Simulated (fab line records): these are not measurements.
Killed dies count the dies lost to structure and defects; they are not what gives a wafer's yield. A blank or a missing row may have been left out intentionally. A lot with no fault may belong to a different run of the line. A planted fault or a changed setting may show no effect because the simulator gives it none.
fab line records / flow n5_finfet / part 2 of 2: steps 19 to 25 of 25
record lots=5 wafers=15 last_day=16
route steps=1938 shown BEOL_M0_SAQP@700 BEOL_M0_CUTY@701 BEOL_M0@715
lots that met no fault: taken from a fault-free run of the same line
start_h: start of the lot's first displayed wafer, in hours after the record's first day / wait_h: how many hours have passed since the lot's step before this one / " the same as in the row above / L1.1+2: one row covering several wafers at once / - value missing, or start not given / * or withheld: withheld / < > ~ a bound
route shown NAME@n: names a module that has steps shown in the file, with the first one's number in the route / usual: mean/standard deviation taken from wafers without a fault / same: alike in all rows / chamber/n: place in a boat / sites: per-site readings / _std_site: standard deviation of those values / _edge_site: mean of outer sites minus mean of inner sites / radius_mm: for every site, how far away it sits from the centre of the wafer / mask NAME#n: copy n / behind: the most recent tool/chamber to have shaped the wafer / hold: why the lot went on hold/how many hours it stayed there/how the hold came to an end / device: which transistor (n, p or np) failed to switch / end of line: the route-end tests of the same wafers / for a step that has no rows: nothing shown but its recipe / killed: the dies lost at the first sort to structure and to defects; this is not the yield of the wafer / map: a wafer's dies, marking killed ones x, the rest . and places with no die _
set.NAME: the setting that was run; set.NAME@STEP: the one run at that earlier step / model.NAME: the simulator's own value behind a step, which no gauge read
certain route steps with their lots: each step a table, each wafer a row
services: when a tool's chamber went out of use (start_h, in hours from the record's first day, below 0 if earlier), for how many hours, and the reason
## steps
# step N5_BEOL_M0_STRIP_104
# recipe chemistry=N2/H2 power_w=450 temp_c=40 pressure_mtorr=20 rf_frequency_hz=6e+07 overash_fraction=0.3 bias_power_w=7 h2_frac=0.5 n2_flow_sccm=200 h2_flow_sccm=200
# usual drypump_motor_current_A=5.5/0.35 oes_product_au=0.76/0.078 rf_vpp_V=59.2/1.6 showerhead_plenum_p_Torr=2.59/0.065 temp_c=39.99/0.11 throttle_valve_pct=23.72/0.24
# same overash_fraction=0.3
lot.wafer=L074.1 tool=rie_diel-02 chamber=0 start_h=122.37 wait_h=0.0 drypump_motor_current_A=5.3 oes_product_au=0.96 rf_hours_counter_h=9 rf_vpp_V=62.0 showerhead_plenum_p_Torr=2.72 temp_c=40.10 throttle_valve_pct=23.72
lot.wafer=L074.2 tool=rie_diel-02 chamber=2 start_h=122.37 wait_h=0.0 drypump_motor_current_A=5.4 oes_product_au=0.73 rf_hours_counter_h=194 rf_vpp_V=60.7 showerhead_plenum_p_Torr=2.62 temp_c=39.98 throttle_valve_pct=23.53
lot.wafer=L074.3 tool=rie_diel-02 chamber=3 start_h=122.37 wait_h=0.0 drypump_motor_current_A=5.9 oes_product_au=0.78 rf_hours_counter_h=114 rf_vpp_V=58.0 showerhead_plenum_p_Torr=2.55 temp_c=40.09 throttle_valve_pct=23.55
lot.wafer=L076.1 tool=rie_diel-02 chamber=2 start_h=133.53 wait_h=0.0 drypump_motor_current_A=5.4 oes_product_au=0.72 rf_hours_counter_h=199 rf_vpp_V=60.1 showerhead_plenum_p_Torr=2.61 temp_c=40.13 throttle_valve_pct=23.58
lot.wafer=L076.3 tool=rie_diel-02 chamber=3 start_h=133.53 wait_h=0.0 drypump_motor_current_A=5.9 oes_product_au=0.77 rf_hours_counter_h=118 rf_vpp_V=59.2 showerhead_plenum_p_Torr=2.55 temp_c=40.04 throttle_valve_pct=23.52
lot.wafer=L076.5 tool=rie_diel-02 chamber=0 start_h=133.53 wait_h=0.0 drypump_motor_current_A=5.3 oes_product_au=0.93 rf_hours_counter_h=- rf_vpp_V=60.0 showerhead_plenum_p_Torr=2.71 temp_c=39.92 throttle_valve_pct=23.68
lot.wafer=L077.1 tool=rie_diel-01 chamber=3 start_h=142.47 wait_h=0.0 drypump_motor_current_A=5.2 oes_product_au=0.74 rf_hours_counter_h=202 rf_vpp_V=57.8 showerhead_plenum_p_Torr=2.52 temp_c=40.04 throttle_valve_pct=23.63
lot.wafer=L077.2 tool=rie_diel-01 chamber=0 start_h=142.47 wait_h=0.0 drypump_motor_current_A=5.6 oes_product_au=0.70 rf_hours_counter_h=218 rf_vpp_V=58.3 showerhead_plenum_p_Torr=2.62 temp_c=39.95 throttle_valve_pct=23.61
lot.wafer=L077.6 tool=rie_diel-01 chamber=2 start_h=142.47 wait_h=0.0 drypump_motor_current_A=4.8 oes_product_au=0.74 rf_hours_counter_h=- rf_vpp_V=58.9 showerhead_plenum_p_Torr=2.53 temp_c=40.03 throttle_valve_pct=23.67
lot.wafer=L079.2 tool=rie_diel-01 chamber=1 start_h=153.94 wait_h=0.0 drypump_motor_current_A=6.1 oes_product_au=0.82 rf_hours_counter_h=82 rf_vpp_V=58.2 showerhead_plenum_p_Torr=2.57 temp_c=40.08 throttle_valve_pct=23.70
lot.wafer=L079.3 tool=rie_diel-01 chamber=0 start_h=153.94 wait_h=0.0 drypump_motor_current_A=5.6 oes_product_au=0.70 rf_hours_counter_h=224 rf_vpp_V=58.1 showerhead_plenum_p_Torr=2.62 temp_c=39.86 throttle_valve_pct=23.59
lot.wafer=L079.5 tool=rie_diel-01 chamber=3 start_h=153.94 wait_h=0.0 drypump_motor_current_A=5.2 oes_product_au=0.73 rf_hours_counter_h=- rf_vpp_V=57.0 showerhead_plenum_p_Torr=2.52 temp_c=40.04 throttle_valve_pct=23.64
lot.wafer=L090.1 tool=rie_diel-01 chamber=0 start_h=213.05 wait_h=0.0 drypump_motor_current_A=5.6 oes_product_au=0.68 rf_hours_counter_h=246 rf_vpp_V=59.6 showerhead_plenum_p_Torr=2.61 temp_c=40.09 throttle_valve_pct=23.61
lot.wafer=L090.5 tool=rie_diel-01 chamber=1 start_h=213.05 wait_h=0.0 drypump_motor_current_A=6.2 oes_product_au=0.78 rf_hours_counter_h=- rf_vpp_V=58.4 showerhead_plenum_p_Torr=2.56 temp_c=39.91 throttle_valve_pct=23.72
lot.wafer=L090.6 tool=rie_diel-01 chamber=0 start_h=213.05 wait_h=0.0 drypump_motor_current_A=5.6 oes_product_au=0.68 rf_hours_counter_h=- rf_vpp_V=58.6 showerhead_plenum_p_Torr=2.61 temp_c=40.23 throttle_valve_pct=23.63
# step N5_BEOL_M0_WET_ETCH_106
# recipe chemistry=DHF dilution=10:1 temp_c=25 target=SiO2 target_depth_a=1300 dry=ipa_marangoni rinse_time_s=30 rinse_temp_c=23
# usual temp_c=24.99/0.096
# same rinse_time_s=30
lot.wafer=L074.1 tool=wet_bench-05 chamber=2 start_h=122.44 wait_h=- temp_c=25.10
lot.wafer=L074.2 tool=wet_bench-05 chamber=4 start_h=122.44 wait_h=- temp_c=24.83
lot.wafer=L074.3 tool=wet_bench-05 chamber=0 start_h=122.44 wait_h=- temp_c=25.04
lot.wafer=L076.1 tool=wet_bench-06 chamber=3 start_h=133.59 wait_h=- temp_c=24.82
lot.wafer=L076.3 tool=wet_bench-06 chamber=1 start_h=133.59 wait_h=- temp_c=25.06
lot.wafer=L076.5 tool=wet_bench-06 chamber=2 start_h=133.59 wait_h=- temp_c=24.95
lot.wafer=L077.1 tool=wet_bench-02 chamber=3 start_h=142.58 wait_h=- temp_c=25.13
lot.wafer=L077.2 tool=wet_bench-02 chamber=7 start_h=142.58 wait_h=- temp_c=25.04
lot.wafer=L077.6 tool=wet_bench-02 chamber=5 start_h=142.58 wait_h=- temp_c=25.02
lot.wafer=L079.2 tool=wet_bench-02 chamber=5 start_h=154.00 wait_h=- temp_c=25.05
lot.wafer=L079.3 tool=wet_bench-02 chamber=0 start_h=154.00 wait_h=- temp_c=24.87
lot.wafer=L079.5 tool=wet_bench-02 chamber=7 start_h=154.00 wait_h=- temp_c=24.99
lot.wafer=L090.1 tool=wet_bench-02 chamber=1 start_h=213.12 wait_h=- temp_c=24.90
lot.wafer=L090.5 tool=wet_bench-02 chamber=0 start_h=213.12 wait_h=- temp_c=25.07
lot.wafer=L090.6 tool=wet_bench-02 chamber=4 start_h=213.12 wait_h=- temp_c=25.09
# step N5_BEOL_M0_ETCH_128
# recipe chemistry=CF4/N2 target_depth_a=120 overetch_a=51 target=SiCN time_s=21.4 ion_energy_ev=150 pressure_mtorr=40 source_w=430 bias_w=70 Ar_flow_sccm=100 cf4_flow_sccm=60 n2_flow_sccm=60
# usual drypump_motor_current_A=5.5/0.34 oes_product_au=0.52/0.052 rf_vpp_V=383.3/1.4 showerhead_plenum_p_Torr=2.25/0.052 throttle_valve_pct=15.47/0.15
lot.wafer=L074.1 tool=rie_diel-06 chamber=1 start_h=122.64 wait_h=0.2 drypump_motor_current_A=5.6 oes_product_au=0.50 rf_hours_counter_h=194 rf_vpp_V=383.2 showerhead_plenum_p_Torr=2.28 throttle_valve_pct=15.35
lot.wafer=L074.2 tool=rie_diel-06 chamber=2 start_h=122.64 wait_h=0.2 drypump_motor_current_A=4.9 oes_product_au=0.51 rf_hours_counter_h=155 rf_vpp_V=385.4 showerhead_plenum_p_Torr=2.29 throttle_valve_pct=15.23
lot.wafer=L074.3 tool=rie_diel-06 chamber=0 start_h=122.64 wait_h=0.2 drypump_motor_current_A=5.2 oes_product_au=0.54 rf_hours_counter_h=112 rf_vpp_V=386.8 showerhead_plenum_p_Torr=2.31 throttle_valve_pct=15.59
lot.wafer=L076.1 tool=rie_diel-01 chamber=2 start_h=134.56 wait_h=0.9 drypump_motor_current_A=4.8 oes_product_au=0.50 rf_hours_counter_h=176 rf_vpp_V=382.4 showerhead_plenum_p_Torr=2.21 throttle_valve_pct=15.51
lot.wafer=L076.3 tool=rie_diel-01 chamber=1 start_h=134.56 wait_h=0.9 drypump_motor_current_A=6.1 oes_product_au=0.56 rf_hours_counter_h=72 rf_vpp_V=381.2 showerhead_plenum_p_Torr=2.23 throttle_valve_pct=15.30
lot.wafer=L076.5 tool=rie_diel-01 chamber=0 start_h=134.56 wait_h=0.9 drypump_motor_current_A=5.6 oes_product_au=0.49 rf_hours_counter_h=- rf_vpp_V=383.5 showerhead_plenum_p_Torr=2.28 throttle_valve_pct=15.37
lot.wafer=L077.1 tool=rie_diel-02 chamber=2 start_h=143.32 wait_h=0.7 drypump_motor_current_A=5.4 oes_product_au=0.49 rf_hours_counter_h=204 rf_vpp_V=384.6 showerhead_plenum_p_Torr=2.28 throttle_valve_pct=15.59
lot.wafer=L077.2 tool=rie_diel-02 chamber=3 start_h=143.32 wait_h=0.7 drypump_motor_current_A=5.9 oes_product_au=0.53 rf_hours_counter_h=123 rf_vpp_V=384.2 showerhead_plenum_p_Torr=2.21 throttle_valve_pct=15.52
lot.wafer=L077.6 tool=rie_diel-02 chamber=0 start_h=143.32 wait_h=0.7 drypump_motor_current_A=5.2 oes_product_au=0.65 rf_hours_counter_h=- rf_vpp_V=386.3 showerhead_plenum_p_Torr=2.35 throttle_valve_pct=15.35
lot.wafer=L079.2 tool=rie_diel-06 chamber=2 start_h=154.06 wait_h=0.0 drypump_motor_current_A=5.0 oes_product_au=0.49 rf_hours_counter_h=162 rf_vpp_V=384.9 showerhead_plenum_p_Torr=2.29 throttle_valve_pct=15.23
lot.wafer=L079.3 tool=rie_diel-06 chamber=1 start_h=154.06 wait_h=0.0 drypump_motor_current_A=5.6 oes_product_au=0.49 rf_hours_counter_h=201 rf_vpp_V=384.4 showerhead_plenum_p_Torr=2.28 throttle_valve_pct=15.35
lot.wafer=L079.5 tool=rie_diel-06 chamber=2 start_h=154.06 wait_h=0.0 drypump_motor_current_A=5.0 oes_product_au=0.50 rf_hours_counter_h=- rf_vpp_V=383.6 showerhead_plenum_p_Torr=2.29 throttle_valve_pct=15.21
lot.wafer=L090.1 tool=rie_diel-02 chamber=2 start_h=213.57 wait_h=0.4 drypump_motor_current_A=5.5 oes_product_au=0.48 rf_hours_counter_h=231 rf_vpp_V=383.5 showerhead_plenum_p_Torr=2.27 throttle_valve_pct=15.62
lot.wafer=L090.5 tool=rie_diel-02 chamber=3 start_h=213.57 wait_h=0.4 drypump_motor_current_A=5.8 oes_product_au=0.51 rf_hours_counter_h=- rf_vpp_V=382.6 showerhead_plenum_p_Torr=2.20 throttle_valve_pct=15.57
lot.wafer=L090.6 tool=rie_diel-02 chamber=0 start_h=213.57 wait_h=0.4 drypump_motor_current_A=5.2 oes_product_au=0.61 rf_hours_counter_h=- rf_vpp_V=384.1 showerhead_plenum_p_Torr=2.34 throttle_valve_pct=15.41
# step N5_BEOL_M0_TRENCH_ETCH_107
# recipe chemistry=C4F6/O2 target_depth_a=328 target=SiOC time_s=16.4 ion_energy_ev=250 pressure_mtorr=30 source_w=355 bias_w=185 Ar_flow_sccm=300 C4F6_flow_sccm=10 O2_flow_sccm=10
# usual O2_flow_sccm=10.003/0.028 drypump_motor_current_A=5.5/0.34 oes_product_au=0.76/0.08 rf_vpp_V=665/13 showerhead_plenum_p_Torr=2.91/0.064 throttle_valve_pct=20.89/0.13
lot.wafer=L074.1 tool=rie_diel-06 chamber=1 start_h=122.68 wait_h=0.0 O2_flow_sccm=10.029 drypump_motor_current_A=5.6 oes_product_au=0.73 rf_hours_counter_h=194 rf_vpp_V=686 showerhead_plenum_p_Torr=2.94 throttle_valve_pct=20.70
lot.wafer=L074.2 tool=rie_diel-06 chamber=2 start_h=122.68 wait_h=0.0 O2_flow_sccm=10.009 drypump_motor_current_A=4.9 oes_product_au=0.75 rf_hours_counter_h=155 rf_vpp_V=676 showerhead_plenum_p_Torr=2.98 throttle_valve_pct=20.74
lot.wafer=L074.3 tool=rie_diel-06 chamber=0 start_h=122.68 wait_h=0.0 O2_flow_sccm=9.969 drypump_motor_current_A=5.2 oes_product_au=0.79 rf_hours_counter_h=112 rf_vpp_V=678 showerhead_plenum_p_Torr=2.99 throttle_valve_pct=21.11
lot.wafer=L076.1 tool=rie_diel-01 chamber=2 start_h=134.60 wait_h=0.0 O2_flow_sccm=9.997 drypump_motor_current_A=4.8 oes_product_au=0.74 rf_hours_counter_h=176 rf_vpp_V=677 showerhead_plenum_p_Torr=2.85 throttle_valve_pct=20.96
lot.wafer=L076.3 tool=rie_diel-01 chamber=1 start_h=134.60 wait_h=0.0 O2_flow_sccm=9.984 drypump_motor_current_A=6.1 oes_product_au=0.82 rf_hours_counter_h=72 rf_vpp_V=646 showerhead_plenum_p_Torr=2.87 throttle_valve_pct=20.70
lot.wafer=L076.5 tool=rie_diel-01 chamber=0 start_h=134.60 wait_h=0.0 O2_flow_sccm=10.030 drypump_motor_current_A=5.6 oes_product_au=0.70 rf_hours_counter_h=- rf_vpp_V=641 showerhead_plenum_p_Torr=2.96 throttle_valve_pct=20.80
lot.wafer=L077.1 tool=rie_diel-02 chamber=2 start_h=144.36 wait_h=1.0 O2_flow_sccm=9.987 drypump_motor_current_A=5.4 oes_product_au=0.72 rf_hours_counter_h=204 rf_vpp_V=676 showerhead_plenum_p_Torr=2.94 throttle_valve_pct=20.94
lot.wafer=L077.2 tool=rie_diel-02 chamber=3 start_h=144.36 wait_h=1.0 O2_flow_sccm=9.972 drypump_motor_current_A=5.8 oes_product_au=0.76 rf_hours_counter_h=123 rf_vpp_V=660 showerhead_plenum_p_Torr=2.85 throttle_valve_pct=20.93
lot.wafer=L077.6 tool=rie_diel-02 chamber=0 start_h=144.36 wait_h=1.0 O2_flow_sccm=9.958 drypump_motor_current_A=5.2 oes_product_au=0.92 rf_hours_counter_h=- rf_vpp_V=663 showerhead_plenum_p_Torr=3.01 throttle_valve_pct=20.75
lot.wafer=L079.2 tool=rie_diel-06 chamber=2 start_h=154.11 wait_h=0.0 O2_flow_sccm=10.052 drypump_motor_current_A=4.9 oes_product_au=0.75 rf_hours_counter_h=162 rf_vpp_V=674 showerhead_plenum_p_Torr=2.98 throttle_valve_pct=20.75
lot.wafer=L079.3 tool=rie_diel-06 chamber=1 start_h=154.11 wait_h=0.0 O2_flow_sccm=9.994 drypump_motor_current_A=5.6 oes_product_au=0.73 rf_hours_counter_h=201 rf_vpp_V=685 showerhead_plenum_p_Torr=2.94 throttle_valve_pct=20.72
lot.wafer=L079.5 tool=rie_diel-06 chamber=2 start_h=154.11 wait_h=0.0 O2_flow_sccm=10.044 drypump_motor_current_A=4.9 oes_product_au=0.75 rf_hours_counter_h=- rf_vpp_V=677 showerhead_plenum_p_Torr=2.98 throttle_valve_pct=20.75
lot.wafer=L090.1 tool=rie_diel-02 chamber=2 start_h=213.61 wait_h=0.0 O2_flow_sccm=9.933 drypump_motor_current_A=5.4 oes_product_au=0.70 rf_hours_counter_h=231 rf_vpp_V=675 showerhead_plenum_p_Torr=2.93 throttle_valve_pct=20.97
lot.wafer=L090.5 tool=rie_diel-02 chamber=3 start_h=213.61 wait_h=0.0 O2_flow_sccm=9.957 drypump_motor_current_A=5.9 oes_product_au=0.73 rf_hours_counter_h=- rf_vpp_V=660 showerhead_plenum_p_Torr=2.84 throttle_valve_pct=20.96
lot.wafer=L090.6 tool=rie_diel-02 chamber=0 start_h=213.61 wait_h=0.0 O2_flow_sccm=10.004 drypump_motor_current_A=5.2 oes_product_au=0.87 rf_hours_counter_h=- rf_vpp_V=661 showerhead_plenum_p_Torr=3.00 throttle_valve_pct=20.79
# step N5_BEOL_M0_STRIP_142
# recipe chemistry=N2/H2 time_s=10 power_w=450 temp_c=40 pressure_mtorr=20 rf_frequency_hz=6e+07 bias_power_w=7 n2_flow_sccm=200 h2_flow_sccm=200
# usual drypump_motor_current_A=5.5/0.34 oes_product_au=0.76/0.08 rf_vpp_V=59.3/0.85 showerhead_plenum_p_Torr=2.59/0.063 temp_c=40.02/0.12 throttle_valve_pct=23.69/0.25
lot.wafer=L074.1 tool=rie_diel-06 chamber=1 start_h=122.70 wait_h=0.0 drypump_motor_current_A=5.6 oes_product_au=0.74 rf_hours_counter_h=194 rf_vpp_V=58.8 showerhead_plenum_p_Torr=2.61 temp_c=39.94 throttle_valve_pct=23.20
lot.wafer=L074.2 tool=rie_diel-06 chamber=2 start_h=122.70 wait_h=0.0 drypump_motor_current_A=5.0 oes_product_au=0.75 rf_hours_counter_h=155 rf_vpp_V=60.0 showerhead_plenum_p_Torr=2.63 temp_c=39.85 throttle_valve_pct=23.50
lot.wafer=L074.3 tool=rie_diel-06 chamber=0 start_h=122.70 wait_h=0.0 drypump_motor_current_A=5.2 oes_product_au=0.78 rf_hours_counter_h=112 rf_vpp_V=60.4 showerhead_plenum_p_Torr=2.66 temp_c=39.91 throttle_valve_pct=24.16
lot.wafer=L076.1 tool=rie_diel-01 chamber=2 start_h=134.62 wait_h=0.0 drypump_motor_current_A=4.8 oes_product_au=0.73 rf_hours_counter_h=176 rf_vpp_V=59.8 showerhead_plenum_p_Torr=2.53 temp_c=39.89 throttle_valve_pct=23.61
lot.wafer=L076.3 tool=rie_diel-01 chamber=1 start_h=134.62 wait_h=0.0 drypump_motor_current_A=6.1 oes_product_au=0.81 rf_hours_counter_h=72 rf_vpp_V=58.6 showerhead_plenum_p_Torr=2.57 temp_c=39.98 throttle_valve_pct=23.70
lot.wafer=L076.5 tool=rie_diel-01 chamber=0 start_h=134.62 wait_h=0.0 drypump_motor_current_A=5.6 oes_product_au=0.70 rf_hours_counter_h=- rf_vpp_V=59.5 showerhead_plenum_p_Torr=2.62 temp_c=39.91 throttle_valve_pct=23.59
lot.wafer=L077.1 tool=rie_diel-02 chamber=2 start_h=144.38 wait_h=0.0 drypump_motor_current_A=5.4 oes_product_au=0.71 rf_hours_counter_h=204 rf_vpp_V=59.7 showerhead_plenum_p_Torr=2.61 temp_c=39.98 throttle_valve_pct=23.55
lot.wafer=L077.2 tool=rie_diel-02 chamber=3 start_h=144.38 wait_h=0.0 drypump_motor_current_A=5.9 oes_product_au=0.76 rf_hours_counter_h=123 rf_vpp_V=58.3 showerhead_plenum_p_Torr=2.54 temp_c=40.21 throttle_valve_pct=23.57
lot.wafer=L077.6 tool=rie_diel-02 chamber=0 start_h=144.38 wait_h=0.0 drypump_motor_current_A=5.2 oes_product_au=0.93 rf_hours_counter_h=- rf_vpp_V=58.9 showerhead_plenum_p_Torr=2.71 temp_c=40.16 throttle_valve_pct=23.71
lot.wafer=L079.2 tool=rie_diel-06 chamber=2 start_h=154.13 wait_h=0.0 drypump_motor_current_A=4.9 oes_product_au=0.74 rf_hours_counter_h=162 rf_vpp_V=58.7 showerhead_plenum_p_Torr=2.63 temp_c=39.81 throttle_valve_pct=23.51
lot.wafer=L079.3 tool=rie_diel-06 chamber=1 start_h=154.13 wait_h=0.0 drypump_motor_current_A=5.6 oes_product_au=0.72 rf_hours_counter_h=201 rf_vpp_V=60.5 showerhead_plenum_p_Torr=2.61 temp_c=40.15 throttle_valve_pct=23.22
lot.wafer=L079.5 tool=rie_diel-06 chamber=2 start_h=154.13 wait_h=0.0 drypump_motor_current_A=5.0 oes_product_au=0.75 rf_hours_counter_h=- rf_vpp_V=61.0 showerhead_plenum_p_Torr=2.63 temp_c=39.93 throttle_valve_pct=23.52
lot.wafer=L090.1 tool=rie_diel-02 chamber=2 start_h=213.63 wait_h=0.0 drypump_motor_current_A=5.4 oes_product_au=0.69 rf_hours_counter_h=231 rf_vpp_V=59.3 showerhead_plenum_p_Torr=2.60 temp_c=39.94 throttle_valve_pct=23.58
lot.wafer=L090.5 tool=rie_diel-02 chamber=3 start_h=213.63 wait_h=0.0 drypump_motor_current_A=5.9 oes_product_au=0.75 rf_hours_counter_h=- rf_vpp_V=57.2 showerhead_plenum_p_Torr=2.53 temp_c=39.85 throttle_valve_pct=23.58
lot.wafer=L090.6 tool=rie_diel-02 chamber=0 start_h=213.63 wait_h=0.0 drypump_motor_current_A=5.3 oes_product_au=0.89 rf_hours_counter_h=- rf_vpp_V=59.9 showerhead_plenum_p_Torr=2.70 temp_c=40.11 throttle_valve_pct=23.75
# step N5_BEOL_M0_OCD_MEAS_108
# usual trench_depth_nm=32.8/0.66
lot.wafer=L074.1 tool=ocd-01 chamber=- start_h=122.78 wait_h=0.1 trench_depth_nm=32.7
lot.wafer=L074.2 tool=ocd-01 chamber=- start_h=122.78 wait_h=0.1 trench_depth_nm=32.8
lot.wafer=L074.3 tool=ocd-01 chamber=- start_h=122.78 wait_h=0.1 trench_depth_nm=33.5
lot.wafer=L076.1 tool=ocd-02 chamber=- start_h=134.70 wait_h=0.1 trench_depth_nm=33.7
lot.wafer=L076.3 tool=ocd-02 chamber=- start_h=134.70 wait_h=0.1 trench_depth_nm=33.0
lot.wafer=L076.5 tool=ocd-02 chamber=- start_h=134.70 wait_h=0.1 trench_depth_nm=32.8
lot.wafer=L077.1 tool=ocd-01 chamber=- start_h=144.46 wait_h=0.1 trench_depth_nm=32.7
lot.wafer=L077.2 tool=ocd-01 chamber=- start_h=144.46 wait_h=0.1 trench_depth_nm=33.0
lot.wafer=L077.6 tool=ocd-01 chamber=- start_h=144.46 wait_h=0.1 trench_depth_nm=33.0
lot.wafer=L079.2 tool=ocd-01 chamber=- start_h=154.21 wait_h=0.1 trench_depth_nm=33.1
lot.wafer=L079.3 tool=ocd-01 chamber=- start_h=154.21 wait_h=0.1 trench_depth_nm=33.2
lot.wafer=L079.5 tool=ocd-01 chamber=- start_h=154.21 wait_h=0.1 trench_depth_nm=33.6
lot.wafer=L090.1 tool=ocd-02 chamber=- start_h=213.71 wait_h=0.1 trench_depth_nm=33.3
lot.wafer=L090.5 tool=ocd-02 chamber=- start_h=213.71 wait_h=0.1 trench_depth_nm=32.7
lot.wafer=L090.6 tool=ocd-02 chamber=- start_h=213.71 wait_h=0.1 trench_depth_nm=32.8
# step N5_BEOL_M0_HM_STRIP_129
# recipe chemistry=peroxide_tin_strip material=TiN target_depth_a=170 temp_c=50 time_s=108
# usual temp_c=49.99/0.12
lot.wafer=L074.1 tool=wet_bench-05 chamber=3 start_h=122.82 wait_h=0.0 temp_c=49.98
lot.wafer=L074.2 tool=wet_bench-05 chamber=0 start_h=122.82 wait_h=0.0 temp_c=49.92
lot.wafer=L074.3 tool=wet_bench-05 chamber=7 start_h=122.82 wait_h=0.0 temp_c=50.10
lot.wafer=L076.1 tool=wet_bench-05 chamber=5 start_h=134.74 wait_h=0.0 temp_c=50.06
lot.wafer=L076.3 tool=wet_bench-05 chamber=2 start_h=134.74 wait_h=0.0 temp_c=50.11
lot.wafer=L076.5 tool=wet_bench-05 chamber=4 start_h=134.74 wait_h=0.0 temp_c=50.11
lot.wafer=L077.1 tool=wet_bench-02 chamber=2 start_h=144.50 wait_h=0.0 temp_c=50.11
lot.wafer=L077.2 tool=wet_bench-02 chamber=1 start_h=144.50 wait_h=0.0 temp_c=49.99
lot.wafer=L077.6 tool=wet_bench-02 chamber=5 start_h=144.50 wait_h=0.0 temp_c=50.01
lot.wafer=L079.2 tool=wet_bench-02 chamber=5 start_h=154.24 wait_h=0.0 temp_c=50.00
lot.wafer=L079.3 tool=wet_bench-02 chamber=2 start_h=154.24 wait_h=0.0 temp_c=50.05
lot.wafer=L079.5 tool=wet_bench-02 chamber=7 start_h=154.24 wait_h=0.0 temp_c=49.84
lot.wafer=L090.1 tool=wet_bench-05 chamber=6 start_h=213.74 wait_h=0.0 temp_c=50.04
lot.wafer=L090.5 tool=wet_bench-05 chamber=5 start_h=213.74 wait_h=0.0 temp_c=49.99
lot.wafer=L090.6 tool=wet_bench-05 chamber=2 start_h=213.74 wait_h=0.0 temp_c=49.94
## services
tool=rie_diel-02 chamber=1 start_h=101.25 hours=2.7 kind=repair
tool=rie_metal-02 chamber=- start_h=108.78 hours=14.6 kind=pm
tool=arfi_scanner-02 chamber=- start_h=110.27 hours=0.8 kind=pm
tool=rie_diel-06 chamber=- start_h=127.99 hours=14.6 kind=pm
tool=rie_diel-03 chamber=1 start_h=132.78 hours=6.3 kind=repair
tool=arfi_scanner-01 chamber=- start_h=133.79 hours=0.8 kind=pm
tool=wet_bench-06 chamber=- start_h=136.32 hours=6.8 kind=repair
tool=arfi_scanner-03 chamber=- start_h=137.66 hours=0.8 kind=pm
tool=arfi_scanner-03 chamber=- start_h=140.29 hours=6.0 kind=pm
tool=arfi_scanner-01 chamber=- start_h=142.75 hours=6.0 kind=pm
tool=arfi_scanner-03 chamber=- start_h=149.39 hours=1.3 kind=pm
tool=rie_metal-02 chamber=1 start_h=149.50 hours=1.5 kind=repair
tool=arfi_scanner-01 chamber=- start_h=150.25 hours=16.0 kind=pm
tool=wet_bench-05 chamber=- start_h=152.36 hours=2.7 kind=repair
tool=rie_diel-04 chamber=2 start_h=157.27 hours=4.0 kind=repair
tool=arfi_scanner-03 chamber=- start_h=163.16 hours=5.5 kind=repair
tool=rie_diel-03 chamber=- start_h=163.67 hours=4.3 kind=pm
tool=arfi_scanner-02 chamber=- start_h=166.25 hours=1.0 kind=pm
tool=arfi_scanner-03 chamber=- start_h=171.04 hours=2.2 kind=repair
tool=arfi_scanner-02 chamber=- start_h=174.69 hours=1.0 kind=pm
tool=rie_diel-01 chamber=1 start_h=191.40 hours=6.2 kind=repair
tool=rie_diel-06 chamber=2 start_h=200.16 hours=11.6 kind=repair
tool=arfi_scanner-01 chamber=- start_h=207.24 hours=1.3 kind=pm
tool=arfi_scanner-01 chamber=- start_h=208.54 hours=1.0 kind=pm
